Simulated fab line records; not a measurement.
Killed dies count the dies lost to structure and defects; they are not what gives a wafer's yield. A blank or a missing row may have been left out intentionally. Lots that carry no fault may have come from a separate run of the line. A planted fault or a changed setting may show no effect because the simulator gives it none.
Matching of chambers || flow n5 finfet || N5_BEOL_M5_PRE_CLEAN_77 on cvd co-01: 3 sister chambers
The step time 15 s. 3 wafers are shown with their chamber, then 12 later ones without.

== EACH WAFER AND ITS CHAMBER ==
{"wafer": "L088.1", "chamber": 1, "heater power w (W)": 86}
{"wafer": "L091.4", "chamber": 0, "heater power w (W)": 98}
{"wafer": "L091.5", "chamber": 2, "heater power w (W)": 65}

== WAFERS MISSING THEIR CHAMBER ==
{"wafer": "L093.2", "heater power w (W)": 94}
{"wafer": "L093.3", "heater power w (W)": 85}
{"wafer": "L093.4", "heater power w (W)": 86}
{"wafer": "L092.4", "heater power w (W)": 66}
{"wafer": "L092.5", "heater power w (W)": 98}
{"wafer": "L092.6", "heater power w (W)": 86}
{"wafer": "L096.1", "heater power w (W)": 87}
{"wafer": "L096.5", "heater power w (W)": 100}
{"wafer": "L096.6", "heater power w (W)": 66}
{"wafer": "L097.1", "heater power w (W)": 97}
{"wafer": "L097.3", "heater power w (W)": 68}
{"wafer": "L097.5", "heater power w (W)": 65}

== EACH ONE'S CHAMBER ==
{"wafer": "L093.2", "from the rows above": 0, "in truth": 0}
{"wafer": "L093.3", "from the rows above": 1, "in truth": 1}
{"wafer": "L093.4", "from the rows above": 1, "in truth": 1}
{"wafer": "L092.4", "from the rows above": 2, "in truth": 2}
{"wafer": "L092.5", "from the rows above": 0, "in truth": 0}
{"wafer": "L092.6", "from the rows above": 1, "in truth": 1}
{"wafer": "L096.1", "from the rows above": 1, "in truth": 1}
{"wafer": "L096.5", "from the rows above": 0, "in truth": 0}
{"wafer": "L096.6", "from the rows above": 2, "in truth": 2}
{"wafer": "L097.1", "from the rows above": 0, "in truth": 0}
{"wafer": "L097.3", "from the rows above": 2, "in truth": 2}
{"wafer": "L097.5", "from the rows above": 2, "in truth": 2}
Correct placement for 12 of the 12. Not placeable from these rows: 0. Placed wrongly: 0.
How it was worked out, from the rows above alone: a wafer's distance from a chamber is the root of the sum, over the readings, of the square of ((its reading less the chamber's mean) divided by the reading's scatter). The wafer belongs to the nearest chamber; if the next one is less than 2 further off, it can't be placed. A chamber's mean is the mean of its shown wafers. The scatter: with one shown wafer a chamber, the root of the mean of the squares of how far each hidden wafer lies from its nearest shown one.
